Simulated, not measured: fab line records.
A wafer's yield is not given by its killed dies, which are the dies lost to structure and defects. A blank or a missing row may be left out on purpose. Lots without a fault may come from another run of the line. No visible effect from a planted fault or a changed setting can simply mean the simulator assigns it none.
What tool caused it?    flow n5_finfet    Sampling: 8 lots, 24 wafers, 6 of 1938 route steps

## WHAT EACH GAUGE READ, for each wafer
N5_HKMG_FIN_INSPECT_28: inspects for defects (darkfield). Usual: raw_defect_count reads 37 (standard deviation 13).
lot   measured     on                 raw_defect_count  flag
L252  day 4 18:57  defect_inspect-01  31 29 48          
L256  day 5 13:38  defect_inspect-01  46 35 57          
L257  day 5 19:23  defect_inspect-01  43 34 38          
L258  day 6 00:28  defect_inspect-02  15 25 20          
L270  day 9 02:46  defect_inspect-02  258 272 291       OFF
L271  day 9 12:32  defect_inspect-02  278 271 243       OFF
L273  day 9 21:16  defect_inspect-02  51 42 55          
L274  day 9 23:20  defect_inspect-01  22 49 17          

N5_BEOL_M4_RC_MEAS_101. Usual: DIBL_N 36.4 mV/V, standard deviation 1.2; DIBL_P 36.1 mV/V, standard deviation 1.6; IOFF_N 0.156 nA/um, standard deviation 0.024; IOFF_P 0.21 nA/um, standard deviation 0.031; ION_N 674 uA/um, standard deviation 11; ION_P 463 uA/um, standard deviation 6.9; SS_N 71.5 mV/dec, standard deviation 0.5; SS_P 73.2 mV/dec, standard deviation 0.55; VT_N 250.0 mV, standard deviation 2.9; VT_P -250 mV, standard deviation 3.6.
lot   measured      on         DIBL_N (mV/V)   DIBL_P (mV/V)   IOFF_N (nA/um)     IOFF_P (nA/um)  ION_N (uA/um)  ION_P (uA/um)  SS_N (mV/dec)   SS_P (mV/dec)   VT_N (mV)          VT_P (mV)       flag
L252  day 7 23:52   prober-01  36.0 35.7 36.9  35.3 35.0 35.9  0.151 0.147 0.168  0.23 0.22 0.24  682 677 679    472 471 469    71.9 72.0 71.3  73.1 72.9 72.6  250.8 251.0 247.8  -246 -246 -245  
L256  day 9 01:47   prober-01  35.2 35.9 35.2  34.7 36.4 34.3  0.133 0.144 0.134  0.20 0.22 0.20  668 671 665    468 468 461    71.4 72.3 71.2  73.0 73.8 72.9  250.7 251.6 253.1  -249 -246 -250  
L257  day 8 23:57   prober-01  36.8 38.0 37.1  35.8 36.4 36.3  0.182 0.195 0.185  0.28 0.28 0.29  676 683 681    470 467 471    71.2 72.1 71.8  73.6 74.5 73.5  250.4 247.6 247.4  -245 -242 -243  
L258  day 9 03:59   prober-02  34.6 35.2 36.4  33.9 35.1 36.3  0.136 0.148 0.181  0.20 0.22 0.25  661 678 688    466 468 482    70.7 71.2 71.6  73.5 73.2 73.9  250.5 251.3 246.8  -249 -247 -246  
L270  day 12 12:56  prober-01  37.7 37.7 36.4  36.7 37.1 34.8  0.175 0.186 0.149  0.25 0.26 0.22  679 688 661    467 470 463    71.8 71.7 71.0  73.3 74.1 73.3  247.2 247.7 250.1  -247 -247 -248  
L271  day 12 20:18  prober-02  34.0 34.5 34.4  34.0 35.2 33.8  0.129 0.134 0.120  0.18 0.20 0.18  667 670 660    467 467 459    71.0 71.1 70.2  73.1 72.5 72.6  252.9 249.4 251.6  -249 -250 -250  
L273  day 14 02:38  prober-02  37.1 36.2 36.1  37.7 36.1 36.2  0.179 0.154 0.154  0.23 0.20 0.20  668 657 670    464 455 460    71.8 71.2 71.6  74.1 73.4 73.5  247.6 252.0 250.1  -249 -253 -253  
L274  day 14 02:44  prober-01  35.8 35.0 35.1  35.8 34.4 34.8  0.156 0.141 0.140  0.19 0.17 0.17  678 674 681    464 452 464    71.4 72.0 71.5  73.8 73.3 72.8  248.1 251.6 248.5  -253 -255 -254  

## WHAT TOOL EACH LOT RAN ON (gives the tool, then ch and the chambers of the sampled wafers, and finally the start)
lot   N5_HKMG_FIN_ETCH_67                N5_HKMG_FIN_CMP_23            N5_HKMG_FIN_CMP_94            N5_GATE_CUT_ETCH_56
L252  rie_diel-02 ch 1,2,3, day 4 16:58  cmp-03 ch 0,2,3, day 4 18:14  cmp-03 ch 0,2,3, day 4 18:43  rie_metal-01 ch 0,1, day 4 19:09
L256  rie_diel-01 ch 1,2, day 5 11:39    cmp-03 ch 0,3, day 5 13:00    cmp-03 ch 0,3, day 5 13:26    rie_metal-03 ch 0,1, day 5 13:47
L257  rie_diel-03 ch 0,1,3, day 5 17:25  cmp-04 ch 0,3, day 5 18:41    cmp-04 ch 0,3, day 5 19:10    rie_metal-01 ch 1, day 5 19:33
L258  rie_diel-01 ch 1,2,3, day 5 22:29  cmp-01 ch 0,1,2, day 5 23:50  cmp-01 ch 0,1,2, day 6 00:16  rie_metal-03 ch 0,1, day 6 00:37
L270  rie_diel-01 ch 0,1,2, day 9 00:47  cmp-03 ch 0,1,3, day 9 02:04  cmp-03 ch 0,1,3, day 9 02:32  rie_metal-03 ch 0,1, day 9 02:56
L271  rie_diel-01 ch 0,1,2, day 9 10:32  cmp-03 ch 0,1, day 9 11:49    cmp-03 ch 0,1, day 9 12:18    rie_metal-03 ch 0,1, day 9 12:41
L273  rie_diel-01 ch 1,2,3, day 9 19:17  cmp-01 ch 0,2,3, day 9 20:48  cmp-01 ch 0,2,3, day 9 21:08  rie_metal-02 ch 0,1, day 9 21:26
L274  rie_diel-02 ch 0,2,3, day 9 21:19  cmp-04 ch 0,1,3, day 9 22:47  cmp-04 ch 0,1,3, day 9 23:10  rie_metal-02 ch 0, day 9 23:29
- N5_HKMG_FIN_ETCH_67: etches SOC in N2/H2, stops on TiN, target depth 388.9 nm.
- N5_HKMG_FIN_CMP_23: polishes, stops on SiNx, t overpolish 10 s, target thk 46.326 nm.
- N5_HKMG_FIN_CMP_94: polishes, stops on SiNx, t overpolish 4.7 s, target thk 43.299 nm.
- N5_GATE_CUT_ETCH_56: etches TiN in Cl2/Ar, target depth 21.6 nm.

## WHAT THE TOOLS THEMSELVES READ (means of the sampled wafers that have a number; where no wafer has one, the mark that the record gives instead)
N5_HKMG_FIN_ETCH_67. Usual: drypump_motor_current_A 5.9 A, standard deviation 0.38; h2_flow_sccm 199.9 sccm, standard deviation 0.62; oes_product_au 0.79 a.u., standard deviation 0.081; rf_vpp_V 240.9 V, standard deviation 1.3; showerhead_plenum_p_Torr 2.56 Torr, standard deviation 0.083; throttle_valve_pct 17.65 %, standard deviation 0.21.
lot   tool         drypump_motor_current_A (A)  h2_flow_sccm (sccm)  oes_product_au (a.u.)  rf_vpp_V (V)  showerhead_plenum_p_Torr (Torr)  throttle_valve_pct (%)  flag
L252  rie_diel-02  5.4                          200.1                0.74                   239.8         2.54                             17.92                   
L256  rie_diel-01  5.7                          200.0                0.83                   240.8         2.53                             17.56                   
L257  rie_diel-03  6.1                          199.9                0.71                   240.1         2.56                             17.87                   
L258  rie_diel-01  5.9                          200.1                0.86                   240.8         2.58                             17.53                   
L270  rie_diel-01  5.9                          200.0                0.84                   240.7         2.54                             17.50                   
L271  rie_diel-01  5.9                          199.9                0.84                   240.8         2.54                             17.50                   
L273  rie_diel-01  5.9                          200.1                0.80                   241.0         2.56                             17.59                   
L274  rie_diel-02  5.7                          200.5                0.83                   241.0         2.57                             17.73                   

N5_HKMG_FIN_CMP_23. Usual: edge_zone_pressure_frac 1.001, standard deviation 0.0048; motor_current_A 12.1 A, standard deviation 0.94; overpolish_run_s 10.000 s, standard deviation 0.0094; platen_rpm 50.28 rpm, standard deviation 0.031; retaining_ring_pressure_frac 1.001, standard deviation 0.0052; time_to_endpoint_s 11.0 s, standard deviation 1.9.
lot   tool    edge_zone_pressure_frac  motor_current_A (A)  overpolish_run_s (s)  platen_rpm (rpm)  retaining_ring_pressure_frac  time_to_endpoint_s (s)  flag
L252  cmp-03  0.998                    11.9                 10.005                50.24             1.002                         11.7                    
L256  cmp-03  1.002                    11.5                 9.998                 50.25             0.998                         11.6                    
L257  cmp-04  0.995                    11.8                 10.007                50.30             1.000                         11.8                    
L258  cmp-01  0.999                    12.9                 9.997                 50.31             0.997                         12.8                    
L270  cmp-03  1.000                    11.9                 9.999                 50.28             0.996                         11.7                    
L271  cmp-03  1.003                    13.2                 9.994                 50.28             0.996                         8.6                     
L273  cmp-01  1.000                    12.6                 9.991                 50.29             1.003                         10.0                    
L274  cmp-04  0.997                    11.8                 10.002                50.28             1.005                         11.0                    

N5_HKMG_FIN_CMP_94. Usual: edge_zone_pressure_frac 1.000, standard deviation 0.005; motor_current_A 12.1 A, standard deviation 0.86; platen_rpm 50.29 rpm, standard deviation 0.032; retaining_ring_pressure_frac 1.001, standard deviation 0.0057.
lot   tool    edge_zone_pressure_frac  motor_current_A (A)  platen_rpm (rpm)  retaining_ring_pressure_frac  flag
L252  cmp-03  1.005                    11.9                 50.32             1.003                         
L256  cmp-03  1.003                    11.6                 50.26             1.006                         
L257  cmp-04  0.993                    11.8                 50.30             1.004                         
L258  cmp-01  1.004                    12.9                 50.30             1.004                         
L270  cmp-03  0.998                    11.9                 50.31             0.997                         
L271  cmp-03  1.003                    13.0                 50.32             1.004                         
L273  cmp-01  1.001                    12.9                 50.33             1.004                         
L274  cmp-04  0.998                    12.3                 50.30             1.001                         

N5_GATE_CUT_ETCH_56. Usual: drypump_motor_current_A 5.7 A, standard deviation 0.44; oes_product_au 0.76 a.u., standard deviation 0.11; throttle_valve_pct 20.98 %, standard deviation 0.22.
lot   tool          drypump_motor_current_A (A)  oes_product_au (a.u.)  throttle_valve_pct (%)  flag
L252  rie_metal-01  6.0                          0.77                   21.14                   
L256  rie_metal-03  5.6                          0.85                   20.85                   
L257  rie_metal-01  6.2                          0.86                   21.06                   
L258  rie_metal-03  5.6                          0.82                   20.76                   
L270  rie_metal-03  5.6                          0.82                   20.86                   
L271  rie_metal-03  5.6                          0.82                   20.86                   
L273  rie_metal-02  5.3                          0.64                   20.85                   
L274  rie_metal-02  4.8                          0.64                   20.71                   

## THE ANSWER, worked out from the rows above alone
Rule: a lot is off if the mean of its wafers that have a number lies more than 3 standard deviations from the usual mean. Also off: a lot with no number at a reading for which 4 or more lots have one. Where the step has rows for the other lots, those lots are counted as sound. First the gauges in route order, then the tools' own readings, where a lot's mean is used as printed above. The first step at which some lot is off is used, and at that step the reading that is off furthest; a lot without a number counts as furthest.
Off: L270, L271, at N5_HKMG_FIN_INSPECT_28 (raw_defect_count).
A tool fits if, at a process step before that reading, it ran every lot that is off, and no sound lot after the first of them. Gauges at N5_HKMG_FIN_INSPECT_28: tried the same way as those tools. One fits: cmp-03 at N5_HKMG_FIN_CMP_23 and N5_HKMG_FIN_CMP_94. At N5_HKMG_FIN_CMP_23 its last sound lot is L256 (day 5 13:00), its first lot that is off L270 (day 9 02:04): a fault that began between those two fits.

## WHAT THE SIMULATOR HAD PUT IN
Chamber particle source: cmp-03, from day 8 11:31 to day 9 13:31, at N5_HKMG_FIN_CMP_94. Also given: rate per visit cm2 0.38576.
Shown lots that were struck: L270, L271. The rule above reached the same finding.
